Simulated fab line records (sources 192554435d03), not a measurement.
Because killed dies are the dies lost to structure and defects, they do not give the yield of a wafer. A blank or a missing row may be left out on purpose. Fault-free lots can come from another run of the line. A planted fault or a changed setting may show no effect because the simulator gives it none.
Which tool did it? + flow n5-finfet + Sampling: 12 lots, 33 wafers, 5 of 1938 route steps

WHAT THE GAUGES READ, wafer by wafer
N5_BEOL_M8_OCD_MEAS_38.
| lot  | measured     | on     | trench-depth-nm (nm) |
|------|--------------|--------|----------------------|
| L533 | day 9 13:18  | ocd-02 | 95.6 94.4 95.3       |
| L532 | day 9 18:22  | ocd-01 | 91.8 93.1 95.7       |
| L535 | day 9 21:34  | ocd-01 | 92.4 93.4 96.5       |
| L536 | day 10 17:44 | ocd-02 | 92.7 94.2 92.5       |
| L541 | day 12 02:03 | ocd-01 | 95.6 90.8            |
| L545 | day 12 18:25 | ocd-01 | 92.4 93.9            |
| L548 | day 13 11:48 | ocd-01 | 92.5 93.0 95.7       |
| L551 | day 14 04:52 | ocd-01 | 93.1 93.0 95.6       |
| L552 | day 14 10:09 | ocd-01 | 95.0 95.5 92.1       |
| L553 | day 14 20:53 | ocd-01 | 94.8 94.3 93.6       |
| L554 | day 14 23:10 | ocd-01 | 92.7 92.1 91.5       |
| L555 | day 15 22:25 | ocd-02 | 93.5 93.0            |

N5_BEOL_M8_INSPECT_58: inspects for defects (darkfield).
| lot  | measured     | on                | raw-defect-count |
|------|--------------|-------------------|------------------|
| L533 | day 9 15:55  | defect-inspect-02 | 87 59 87         |
| L532 | day 9 20:59  | defect-inspect-02 | 72 79 75         |
| L535 | day 10 02:12 | defect-inspect-01 | 53 62 46         |
| L536 | day 10 21:23 | defect-inspect-01 | 88 134 69        |
| L541 | day 12 04:58 | defect-inspect-01 | 78 38            |
| L545 | day 12 22:20 | defect-inspect-02 | 64 87            |
| L548 | day 13 14:31 | defect-inspect-01 | 57 49 53         |
| L551 | day 14 07:04 | defect-inspect-01 | 57 113 81        |
| L552 | day 14 13:49 | defect-inspect-02 | 93 97 80         |
| L553 | day 14 23:33 | defect-inspect-02 | 78 90 111        |
| L554 | day 15 03:05 | defect-inspect-02 | 84 71 75         |
| L555 | day 16 02:16 | defect-inspect-02 | 92 60            |

EACH LOT AND THE TOOL THAT RAN IT (in order: tool; ch and the chambers of the sampled wafers; start)
| lot  | N5_BEOL_M8_PECVD_70             | N5_BEOL_M8_ALD_77                   | N5_BEOL_M8_CMP_52             |
|------|---------------------------------|-------------------------------------|-------------------------------|
| L533 | pecvd-01 ch 1,2, day 9 07:29    | ald-metal-03 ch 0,1,3, day 9 13:56  | cmp-03 ch 1,2, day 9 15:28    |
| L532 | pecvd-01 ch 1,2, day 9 14:14    | ald-metal-01 ch 0,2,3, day 9 19:24  | cmp-01 ch 0,2,3, day 9 20:32  |
| L535 | pecvd-03 ch 0,1, day 9 17:19    | ald-metal-01 ch 1,2, day 9 23:00    | cmp-02 ch 1,2,3, day 10 01:49 |
| L536 | pecvd-01 ch 0,1, day 10 13:49   | ald-metal-04 ch 1,2,3, day 10 19:52 | cmp-03 ch 1,2,3, day 10 21:01 |
| L541 | pecvd-01 ch 0,1, day 11 23:41   | ald-metal-04 ch 2,3, day 12 03:22   | cmp-02 ch 0,3, day 12 04:31   |
| L545 | pecvd-01 ch 0,1, day 12 13:26   | ald-metal-03 ch 1,3, day 12 20:17   | cmp-03 ch 1,2, day 12 21:55   |
| L548 | pecvd-03 ch 0,1,2, day 13 08:45 | ald-metal-04 ch 0,2,3, day 13 12:53 | cmp-02 ch 0,1,3, day 13 14:05 |
| L551 | pecvd-04 ch 0,1, day 14 02:14   | ald-metal-03 ch 0,1,3, day 14 05:32 | cmp-02 ch 0,1,2, day 14 06:44 |
| L552 | pecvd-04 ch 1,2, day 14 07:29   | ald-metal-01 ch 0,2,3, day 14 12:18 | cmp-01 ch 0,2,3, day 14 13:22 |
| L553 | pecvd-03 ch 0,2, day 14 14:41   | ald-metal-01 ch 0,2,3, day 14 21:46 | cmp-03 ch 1,2,3, day 14 23:08 |
| L554 | pecvd-03 ch 1,2, day 14 20:05   | ald-metal-04 ch 0,1,3, day 15 00:14 | cmp-01 ch 1,3, day 15 02:41   |
| L555 | pecvd-01 ch 0,1, day 15 17:39   | ald-metal-03 ch 1,3, day 15 23:07   | cmp-03 ch 1,2, day 16 01:47   |
- N5_BEOL_M8_PECVD_70: deposits SiO2 from TEOS/O2, target thk 20 nm, time 22.7 s.
- N5_BEOL_M8_ALD_77: deposits TaN, target thk 2 nm, pulse time 2 s, purge time 3 s.
- N5_BEOL_M8_CMP_52: polishes, stops on SiCOH lowk, t overpolish 6.9 s, target thk 80 nm.

AS READ BY THE TOOLS THEMSELVES (means over the sampled wafers that have a number; for cases with no such wafer, the mark the record gives instead)
N5_BEOL_M8_PECVD_70.
| lot  | tool     | heater-power-w (W) | showerhead-plenum-p-Torr (Torr) | throttle-valve-pct (%) |
|------|----------|--------------------|---------------------------------|------------------------|
| L533 | pecvd-01 | 672                | 8.86                            | 24.9                   |
| L532 | pecvd-01 | 601                | 8.81                            | 25.1                   |
| L535 | pecvd-03 | 686                | 8.85                            | 22.1                   |
| L536 | pecvd-01 | 695                | 8.86                            | 23.8                   |
| L541 | pecvd-01 | 698                | 8.86                            | 23.2                   |
| L545 | pecvd-01 | 734                | 8.87                            | 23.6                   |
| L548 | pecvd-03 | 750                | 8.82                            | 22.0                   |
| L551 | pecvd-04 | 719                | 8.74                            | 21.5                   |
| L552 | pecvd-04 | 645                | 8.73                            | 23.1                   |
| L553 | pecvd-03 | 760                | 8.76                            | 21.7                   |
| L554 | pecvd-03 | 719                | 8.82                            | 21.4                   |
| L555 | pecvd-01 | 734                | 8.88                            | 23.5                   |

N5_BEOL_M8_ALD_77.
| lot  | tool         | heater-power-w (W) |
|------|--------------|--------------------|
| L533 | ald-metal-03 | 428                |
| L532 | ald-metal-01 | 387                |
| L535 | ald-metal-01 | 415                |
| L536 | ald-metal-04 | 383                |
| L541 | ald-metal-04 | 374                |
| L545 | ald-metal-03 | 424                |
| L548 | ald-metal-04 | 394                |
| L551 | ald-metal-03 | 425                |
| L552 | ald-metal-01 | 394                |
| L553 | ald-metal-01 | 393                |
| L554 | ald-metal-04 | 400                |
| L555 | ald-metal-03 | 427                |

N5_BEOL_M8_CMP_52.
| lot  | tool   | barrier-field-endpoint-s (s) | motor-current-A (A) | overpolish-run-s (s) |
|------|--------|------------------------------|---------------------|----------------------|
| L533 | cmp-03 | 28.1                         | 6.7                 | 6.895                |
| L532 | cmp-01 | 28.4                         | 5.9                 | 6.898                |
| L535 | cmp-02 | 29.2                         | 5.7                 | 6.906                |
| L536 | cmp-03 | 28.4                         | 5.9                 | 6.904                |
| L541 | cmp-02 | 37.6                         | 6.6                 | 3.465                |
| L545 | cmp-03 | 37.1                         | 6.6                 | 3.470                |
| L548 | cmp-02 | 28.2                         | 5.9                 | 6.895                |
| L551 | cmp-02 | 28.4                         | 5.4                 | 6.898                |
| L552 | cmp-01 | 28.9                         | 6.3                 | 6.900                |
| L553 | cmp-03 | 29.6                         | 6.0                 | 6.902                |
| L554 | cmp-01 | 29.3                         | 5.8                 | 6.904                |
| L555 | cmp-03 | 27.9                         | 6.6                 | 6.893                |

THE ANSWER, worked out from the rows above alone
Rule: usual is defined by the lots themselves. Put in order of their means at a reading, lots are off if they are a third of the lots or fewer, leave a main group of 4 or more, and stand apart from it by a gap of 3 or more times the standard deviation of the main group's means; of several such gaps the widest counts. A main group whose means are all the same, to the digits that the tables above print for the reading, isn't used. Also off: a lot with no number at a reading for which 4 or more lots have one. Any other lot the step has rows for is counted as sound. After the gauges, taken in route order, come the tools' own readings; for these a lot's mean is taken, as printed above. The first step at which some lot is off is used, and at that step the reading that is off furthest; a lot without a number counts as furthest.
Off, at N5_BEOL_M8_CMP_52 on overpolish-run-s: L541, L545. Main group: mean 6.899 s, sd 0.0042.
A tool fits if, at that step or a process step before it, it ran every lot that is off, and no sound lot after the first of them. Of those tried, none fits.

WHAT HAD BEEN PUT IN BY THE SIMULATOR
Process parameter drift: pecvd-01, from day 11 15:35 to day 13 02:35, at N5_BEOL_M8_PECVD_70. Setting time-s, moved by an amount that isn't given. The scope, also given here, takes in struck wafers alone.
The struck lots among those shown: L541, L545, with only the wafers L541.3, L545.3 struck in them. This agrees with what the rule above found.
